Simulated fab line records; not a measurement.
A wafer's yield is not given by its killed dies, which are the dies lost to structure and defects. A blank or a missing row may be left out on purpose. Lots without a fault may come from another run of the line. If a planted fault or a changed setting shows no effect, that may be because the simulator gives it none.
Chamber matching + flow n5-finfet + 3 sister chambers for N5_BEOL_M11_CURE_72 on uv-cure-03
The step cures SiCOH lowk, time 120 s. 6 wafers are shown with their chamber, then 10 later ones without.

WAFERS, EACH WITH ITS CHAMBER
| wafer  | chamber | wafer_temp_C_max | lamp-power-pct (%) |
|--------|---------|------------------|--------------------|
| L079.2 | 0       | 372.7            | 52.33              |
| L079.5 | 0       | 371.9            | 52.35              |
| L083.4 | 1       | 371.3            | 52.33              |
| L083.5 | 1       | 371.2            | 52.30              |
| L088.2 | 2       | 371.5            | 52.35              |
| L088.4 | 2       | 372.6            | 52.33              |

WAFERS MISSING THEIR CHAMBER
| wafer  | wafer_temp_C_max | lamp-power-pct (%) |
|--------|------------------|--------------------|
| L088.6 | 371.8            | 52.23              |
| L091.2 | 371.7            | 52.28              |
| L091.3 | 372.3            | 52.23              |
| L091.5 | 371.9            | 52.38              |
| L097.2 | 371.6            | 52.33              |
| L097.3 | 371.4            | 52.35              |
| L097.5 | 371.3            | 52.29              |
| L096.1 | 372.2            | 52.37              |
| L096.3 | 371.6            | 52.36              |
| L096.5 | 371.8            | 52.35              |

THE CHAMBER EACH PASSED THROUGH
| wafer  | from the rows above          | in truth |
|--------|------------------------------|----------|
| L088.6 | can't be placed: 1 or 2 or 0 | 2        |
| L091.2 | can't be placed: 1 or 2 or 0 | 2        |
| L091.3 | can't be placed: 1 or 0 or 2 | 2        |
| L091.5 | can't be placed: 2 or 0 or 1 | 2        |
| L097.2 | can't be placed: 2 or 1 or 0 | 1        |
| L097.3 | can't be placed: 2 or 0 or 1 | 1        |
| L097.5 | can't be placed: 1 or 2 or 0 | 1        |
| L096.1 | can't be placed: 0 or 2 or 1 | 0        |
| L096.3 | can't be placed: 2 or 0 or 1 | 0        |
| L096.5 | can't be placed: 2 or 0 or 1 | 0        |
Placed correctly: 0 of 10. These rows do not allow placing 10 (true chamber among the candidates in 10). Number placed wrongly: 0.
How it was worked out, from the rows above alone: a wafer's distance from a chamber is the root of the sum, over the readings, of the square of ((its reading less the chamber's mean) divided by the reading's scatter). The wafer belongs to the nearest chamber; if the next one is less than 2 further off, it can't be placed. The mean given for a chamber averages the wafers shown for that chamber. The scatter is the square root of a quotient: the sum, over the shown wafers, of each reading's squared deviation from its chamber's mean, divided by wafers minus chambers.
